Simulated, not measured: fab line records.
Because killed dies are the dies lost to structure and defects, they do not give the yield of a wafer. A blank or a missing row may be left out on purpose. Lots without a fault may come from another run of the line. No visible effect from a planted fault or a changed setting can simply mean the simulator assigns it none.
Chamber matching | flow n5_finfet | N5_SD_EPI_P_ETCH_36 on rie_diel-03 has 4 sister chambers
The step etches SiARC in CF4, target depth 45.5 nm, time 75.8 s. 4 wafers are shown with their chamber, then 7 later ones without.

WAFERS PAIRED WITH THEIR CHAMBERS
wafer  | chamber | drypump_motor_current_A (A)
L075.4 | 1       | 6.4
L090.6 | 3       | 5.9
L093.1 | 2       | 5.7
L093.4 | 0       | 5.9

WAFERS MISSING THEIR CHAMBER
wafer  | drypump_motor_current_A (A)
L093.5 | 5.9
L094.2 | 5.9
L094.3 | 5.9
L094.4 | 5.7
L095.4 | 5.9
L095.5 | 5.6
L095.6 | 6.4

THE CHAMBER EACH PASSED THROUGH
wafer  | from the rows above     | in truth
L093.5 | can't be placed: 0 or 3 | 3
L094.2 | can't be placed: 0 or 3 | 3
L094.3 | can't be placed: 0 or 3 | 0
L094.4 | 2                       | 2
L095.4 | can't be placed: 0 or 3 | 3
L095.5 | 2                       | 2
L095.6 | 1                       | 1
Placed correctly: 3 of 7. From these rows, 4 cannot be placed; in 4 the true chamber is one of the candidates. 0 placed wrongly.
How it was worked out, from the rows above alone: a wafer's distance from a chamber is the root of the sum, over the readings, of the square of ((its reading less the chamber's mean) divided by the reading's scatter). If the next closest chamber is less than 2 further off than the closest, the wafer can't be placed; otherwise it belongs to the closest. Each chamber's mean is taken over the wafers shown for it. The scatter: root of mean squared gap, hidden wafer to nearest shown wafer, with one shown wafer a chamber.
